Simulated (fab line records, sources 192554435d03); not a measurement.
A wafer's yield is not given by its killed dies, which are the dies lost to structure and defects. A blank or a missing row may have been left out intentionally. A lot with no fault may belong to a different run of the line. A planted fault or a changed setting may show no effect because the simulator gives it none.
Chamber matching || flow n5_finfet || 4 sister chambers for N5_BEOL_M0_SAQP_ETCH_73 on rie_diel-04
The step etches SiARC in CF4, target depth 19.5 nm, time 32.5 s. 30 wafers are shown with their chamber, then 12 later ones without.

WAFERS PAIRED WITH THEIR CHAMBERS
{"wafer": "L074.1", "chamber": 1, "drypump_motor_current_A (A)": 6.6, "showerhead_plenum_p_Torr (Torr)": 2.06, "throttle_valve_pct (%)": 15.72}
{"wafer": "L074.2", "chamber": 2, "drypump_motor_current_A (A)": 5.5, "showerhead_plenum_p_Torr (Torr)": 2.23, "throttle_valve_pct (%)": 15.68}
{"wafer": "L074.3", "chamber": 3, "drypump_motor_current_A (A)": 5.6, "showerhead_plenum_p_Torr (Torr)": 2.04, "throttle_valve_pct (%)": 16.01}
{"wafer": "L074.4", "chamber": 0, "drypump_motor_current_A (A)": 6.1, "showerhead_plenum_p_Torr (Torr)": 2.14, "throttle_valve_pct (%)": 15.73}
{"wafer": "L074.5", "chamber": 2, "drypump_motor_current_A (A)": 5.5, "showerhead_plenum_p_Torr (Torr)": 2.23, "throttle_valve_pct (%)": 15.68}
{"wafer": "L074.6", "chamber": 1, "drypump_motor_current_A (A)": 6.6, "showerhead_plenum_p_Torr (Torr)": 2.06, "throttle_valve_pct (%)": 15.72}
{"wafer": "L078.1", "chamber": 1, "drypump_motor_current_A (A)": 6.6, "showerhead_plenum_p_Torr (Torr)": 2.06, "throttle_valve_pct (%)": 15.74}
{"wafer": "L078.4", "chamber": 3, "drypump_motor_current_A (A)": 5.7, "showerhead_plenum_p_Torr (Torr)": 2.03, "throttle_valve_pct (%)": 16.03}
{"wafer": "L078.5", "chamber": 0, "drypump_motor_current_A (A)": 6.1, "showerhead_plenum_p_Torr (Torr)": 2.14, "throttle_valve_pct (%)": 15.76}
{"wafer": "L079.2", "chamber": 2, "drypump_motor_current_A (A)": 5.5, "showerhead_plenum_p_Torr (Torr)": 2.23, "throttle_valve_pct (%)": 15.68}
{"wafer": "L079.4", "chamber": 3, "drypump_motor_current_A (A)": 5.7, "showerhead_plenum_p_Torr (Torr)": 2.03, "throttle_valve_pct (%)": 16.03}
{"wafer": "L079.6", "chamber": 2, "drypump_motor_current_A (A)": 5.5, "showerhead_plenum_p_Torr (Torr)": 2.23, "throttle_valve_pct (%)": 15.69}
{"wafer": "L080.1", "chamber": 2, "drypump_motor_current_A (A)": 5.5, "showerhead_plenum_p_Torr (Torr)": 2.23, "throttle_valve_pct (%)": 15.67}
{"wafer": "L080.2", "chamber": 3, "drypump_motor_current_A (A)": 5.7, "showerhead_plenum_p_Torr (Torr)": 2.03, "throttle_valve_pct (%)": 16.01}
{"wafer": "L080.5", "chamber": 0, "drypump_motor_current_A (A)": 6.1, "showerhead_plenum_p_Torr (Torr)": 2.14, "throttle_valve_pct (%)": 15.77}
{"wafer": "L081.1", "chamber": 3, "drypump_motor_current_A (A)": 5.7, "showerhead_plenum_p_Torr (Torr)": 2.03, "throttle_valve_pct (%)": 16.03}
{"wafer": "L081.2", "chamber": 0, "drypump_motor_current_A (A)": 6.1, "showerhead_plenum_p_Torr (Torr)": 2.14, "throttle_valve_pct (%)": 15.79}
{"wafer": "L081.5", "chamber": 0, "drypump_motor_current_A (A)": 6.1, "showerhead_plenum_p_Torr (Torr)": 2.14, "throttle_valve_pct (%)": 15.77}
{"wafer": "L082.1", "chamber": 2, "drypump_motor_current_A (A)": 5.5, "showerhead_plenum_p_Torr (Torr)": 2.23, "throttle_valve_pct (%)": 15.70}
{"wafer": "L082.2", "chamber": 0, "drypump_motor_current_A (A)": 6.1, "showerhead_plenum_p_Torr (Torr)": 2.14, "throttle_valve_pct (%)": 15.77}
{"wafer": "L082.3", "chamber": 1, "drypump_motor_current_A (A)": 6.6, "showerhead_plenum_p_Torr (Torr)": 2.06, "throttle_valve_pct (%)": 15.75}
{"wafer": "L082.4", "chamber": 3, "drypump_motor_current_A (A)": 5.6, "showerhead_plenum_p_Torr (Torr)": 2.03, "throttle_valve_pct (%)": 16.02}
{"wafer": "L082.5", "chamber": 2, "drypump_motor_current_A (A)": 5.5, "showerhead_plenum_p_Torr (Torr)": 2.23, "throttle_valve_pct (%)": 15.70}
{"wafer": "L082.6", "chamber": 3, "drypump_motor_current_A (A)": 5.6, "showerhead_plenum_p_Torr (Torr)": 2.03, "throttle_valve_pct (%)": 16.02}
{"wafer": "L087.3", "chamber": 2, "drypump_motor_current_A (A)": 5.5, "showerhead_plenum_p_Torr (Torr)": 2.22, "throttle_valve_pct (%)": 15.71}
{"wafer": "L087.5", "chamber": 2, "drypump_motor_current_A (A)": 5.5, "showerhead_plenum_p_Torr (Torr)": 2.22, "throttle_valve_pct (%)": 15.72}
{"wafer": "L087.6", "chamber": 1, "drypump_motor_current_A (A)": 6.6, "showerhead_plenum_p_Torr (Torr)": 2.06, "throttle_valve_pct (%)": 15.78}
{"wafer": "L088.1", "chamber": 0, "drypump_motor_current_A (A)": 6.1, "showerhead_plenum_p_Torr (Torr)": 2.13, "throttle_valve_pct (%)": 15.82}
{"wafer": "L088.2", "chamber": 1, "drypump_motor_current_A (A)": 6.6, "showerhead_plenum_p_Torr (Torr)": 2.06, "throttle_valve_pct (%)": 15.77}
{"wafer": "L088.3", "chamber": 3, "drypump_motor_current_A (A)": 5.7, "showerhead_plenum_p_Torr (Torr)": 2.03, "throttle_valve_pct (%)": 16.05}

SIGNATURES, as means of the wafers listed above
{"reading": "drypump_motor_current_A", "chamber 0": 6.100, "chamber 1": 6.600, "chamber 2": 5.500, "chamber 3": 5.662, "scatter within a chamber": 0.0269}
{"reading": "showerhead_plenum_p_Torr", "chamber 0": 2.1386, "chamber 1": 2.0600, "chamber 2": 2.2278, "chamber 3": 2.0312, "scatter within a chamber": 0.00356}
{"reading": "throttle_valve_pct", "chamber 0": 15.7729, "chamber 1": 15.7467, "chamber 2": 15.6922, "chamber 3": 16.0250, "scatter within a chamber": 0.0206}
Rule: a wafer's distance from a chamber is the root of the sum, over the readings, of the square of ((its reading less the chamber's mean) divided by the reading's scatter). The wafer belongs to the nearest chamber; if the next one is less than 2 further off, it can't be placed. The scatter: the root of (the sum of the squares of (reading less its chamber's mean) over the shown wafers, divided by (wafers less chambers)).

WAFERS WHOSE CHAMBER IS MISSING
{"wafer": "L088.4", "drypump_motor_current_A (A)": 5.5, "showerhead_plenum_p_Torr (Torr)": 2.22, "throttle_valve_pct (%)": 15.72}
{"wafer": "L088.5", "drypump_motor_current_A (A)": 5.7, "showerhead_plenum_p_Torr (Torr)": 2.03, "throttle_valve_pct (%)": 16.04}
{"wafer": "L088.6", "drypump_motor_current_A (A)": 5.5, "showerhead_plenum_p_Torr (Torr)": 2.22, "throttle_valve_pct (%)": 15.71}
{"wafer": "L089.1", "drypump_motor_current_A (A)": 5.6, "showerhead_plenum_p_Torr (Torr)": 2.03, "throttle_valve_pct (%)": 16.06}
{"wafer": "L089.4", "drypump_motor_current_A (A)": 6.6, "showerhead_plenum_p_Torr (Torr)": 2.06, "throttle_valve_pct (%)": 15.78}
{"wafer": "L089.6", "drypump_motor_current_A (A)": 6.1, "showerhead_plenum_p_Torr (Torr)": 2.13, "throttle_valve_pct (%)": 15.80}
{"wafer": "L095.3", "drypump_motor_current_A (A)": 6.1, "showerhead_plenum_p_Torr (Torr)": 2.13, "throttle_valve_pct (%)": 15.84}
{"wafer": "L095.5", "drypump_motor_current_A (A)": 5.5, "showerhead_plenum_p_Torr (Torr)": 2.22, "throttle_valve_pct (%)": 15.76}
{"wafer": "L095.6", "drypump_motor_current_A (A)": 6.6, "showerhead_plenum_p_Torr (Torr)": 2.05, "throttle_valve_pct (%)": 15.80}
{"wafer": "L097.2", "drypump_motor_current_A (A)": 5.5, "showerhead_plenum_p_Torr (Torr)": 2.22, "throttle_valve_pct (%)": 15.74}
{"wafer": "L097.4", "drypump_motor_current_A (A)": 5.6, "showerhead_plenum_p_Torr (Torr)": 2.28, "throttle_valve_pct (%)": 15.56}
{"wafer": "L097.6", "drypump_motor_current_A (A)": 5.5, "showerhead_plenum_p_Torr (Torr)": 2.22, "throttle_valve_pct (%)": 15.76}

CHAMBER TAKEN BY EACH
{"wafer": "L088.4", "from the rows above": 2, "in truth": 2}
{"wafer": "L088.5", "from the rows above": 3, "in truth": 3}
{"wafer": "L088.6", "from the rows above": 2, "in truth": 2}
{"wafer": "L089.1", "from the rows above": 3, "in truth": 3}
{"wafer": "L089.4", "from the rows above": 1, "in truth": 1}
{"wafer": "L089.6", "from the rows above": 0, "in truth": 0}
{"wafer": "L095.3", "from the rows above": 0, "in truth": 0}
{"wafer": "L095.5", "from the rows above": 2, "in truth": 2}
{"wafer": "L095.6", "from the rows above": 1, "in truth": 1}
{"wafer": "L097.2", "from the rows above": 2, "in truth": 2}
{"wafer": "L097.4", "from the rows above": 2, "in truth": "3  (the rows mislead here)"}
{"wafer": "L097.6", "from the rows above": 2, "in truth": 2}
Correct placement for 11 of the 12. Left unplaced by these rows: 0. 1 placed wrongly.
